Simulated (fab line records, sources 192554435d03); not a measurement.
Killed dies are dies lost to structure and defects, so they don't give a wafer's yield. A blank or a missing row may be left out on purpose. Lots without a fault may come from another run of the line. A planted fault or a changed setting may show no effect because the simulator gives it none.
A struck lot beside a sound one | flow n5_finfet | 38 steps out of a route of 1938
Sound: wafers L432.2, L432.3, L432.6. Struck: wafers L434.1, L434.2. (L434.5 of the same lot was not struck and is left out.) The cause comes at the end.
At each step with rows: each side's tool, then ch and its chambers, then its first start. Under that, the readings that differ: sound wafers | struck wafers | difference of the means | sigmas: that difference in standard deviations of wafers without a fault.
alike: readings whose means differ by less than 2 such deviations, and words and numbers that are the same on both sides. not compared: withheld readings, readings that some wafer has no value for, bounds like >300 that may hide the same value, and numbers for which the record gives no deviation and whose values overlap.
The two part at a step that has a row with sigmas, a row that says differs or no value, or rows on one side only. Numbers that don't overlap but have no deviation are shown without sigmas and don't part them. A reading that every wafer of one side lacks parts them only if that side has two wafers or more.

first, 9 steps without rows for these wafers: N5_SDB_COAT_04 (time 60 s, resist thk 18 nm); N5_SDB_COAT_05 (resist thk 90 nm); N5_SDB_EBR_07; N5_SDB_SOFTBAKE_06 (time 60 s); N5_SDB_EXPOSE_08 (exposes mask SDB); N5_SDB_PEB_09 (peb time 60 s); N5_SDB_DEVELOP_10 (develop time 30 s); N5_SDB_DESCUM_16 (chemistry O2, time 7.9 s); N5_SDB_ETCH_17 (etches SiARC in CF4, target depth 23.4 nm, time 39 s).
N5_SDB_ETCH_18: etches SOC in N2/H2, target depth 100 nm, overetch 20 nm, time 150 s.
  sound on rie_diel-05 ch 0,1,3, day 6 13:17; struck on rie_diel-04 ch 2,3, day 7 02:54
  reading                                | sound             | struck      | difference | sigmas
  model.etch.depth_nm (nm)               | 99.69 99.76 99.89 | 88.67 88.82 | -11.03     |
  model.SiARC_of_SDB_COAT_04.thk_nm (nm) | 12.8 12.8 12.8    | 14.2 14.2   | +1.4       |
  alike: drypump_motor_current_A, oes_product_au, rf_vpp_V, showerhead_plenum_p_Torr, temp_c, throttle_valve_pct
  not compared: rf_hours_counter_h
then, 26 steps without rows for these wafers: N5_SDB_STRIP_19 (strips in N2/H2); N5_SDB_STRIP_21 (strips in CF4); N5_SDB_HM_OPEN_20 (chemistry CH3F/O2, target SiNx, stops on poly-Si, target depth 24 nm); N5_SDB_STRIP_22 (strips in N2/H2); N5_SDB_PRECLEAN_23 (cleans in dHF, time 30 s); N5_SDB_DUMMY_REMOVE_24 (chemistry TMAH, target poly-Si, stops on SiO2, target depth 142 nm, time 57 s, rinse time 30 s); N5_SDB_ETCH_25 (etches SiO2 in C4F6/O2, target depth 10 nm, time 3.3 s); N5_SDB_CUT_ETCH_26 (etches Si in HBr/Cl2/O2, target depth 129.6 nm, bt time 20 s, time 51.8 s); N5_SDB_PRECLEAN_38 (cleans in dHF, time 10 s); N5_SDB_PRECLEAN_39 (cleans in O3/DIW, time 45 s); N5_SDB_SRD_28 (time 30 s); N5_SDB_ALD_29 (deposits SiNx, target thk 30 nm, pulse time 1 s, ald cycles 600); N5_SDB_CMP_30 (polishes, stops on poly-Si, t overpolish 1.54 s, target thk 30 nm); N5_DUMMY_REMOVAL_HM_STRIP_01 (strips SiNx in CH3F/O2, stops on poly-Si, target depth 4 nm, time 6.8 s); N5_DUMMY_REMOVAL_STRIP_10 (strips in N2/H2, time 40 s); N5_DUMMY_REMOVAL_PRECLEAN_07 (cleans in dHF, time 30 s); N5_DUMMY_REMOVAL_DUMMY_REMOVE_02 (chemistry TMAH, target poly-Si, stops on SiO2, target depth 142 nm, time 57 s, rinse time 30 s); N5_DUMMY_REMOVAL_PRECLEAN_08 (cleans in NF3:NH3, afs cycles 2, time 20 s, sublimation time 60 s); N5_DUMMY_REMOVAL_PRECLEAN_04 (cleans in DHF, time 37 s); N5_DUMMY_REMOVAL_SRD_05 (time 30 s); N5_HKMG_FIN_IL_REGROW_00 (material SiO2, chemistry O3, target thk 0.75 nm, time 30 s); N5_HKMG_FIN_HK_ALD_01 (deposits HfO2, target thk 1.6 nm, pulse time 3 s, purge time 3 s); N5_HKMG_FIN_HK_ANNEAL_02 (time 30 s); N5_HKMG_FIN_ALD_74 (deposits La2O3, target thk 0.5 nm, pulse time 6 s, co reactant pulse time 1 s); N5_HKMG_FIN_ALD_75 (deposits Al2O3, target thk 1 nm, co reactant pulse time 1 s); N5_HKMG_FIN_COAT_41 (time 60 s, resist thk 300 nm).
N5_BEOL_M4_RC_MEAS_101:
  the record has rows for the sound wafers here (prober-02 ch 0, day 10 12:18) and none for the struck ones
-- the record jumps here: 8 days lie between the struck wafers' starts before and after (it left off in module BEOL_M4 and takes up again in module PASSIVATION, whose first step shown is number 1936 of the route) --
N5_PASSIVATION_PROBE_49:
  the record has rows for the struck wafers here (prober-02, day 15 05:38) and none for the sound ones

WHERE THEY PART
First at N5_BEOL_M4_RC_MEAS_101; last, within this record, at N5_PASSIVATION_PROBE_49.

WHY: what the simulator had put in
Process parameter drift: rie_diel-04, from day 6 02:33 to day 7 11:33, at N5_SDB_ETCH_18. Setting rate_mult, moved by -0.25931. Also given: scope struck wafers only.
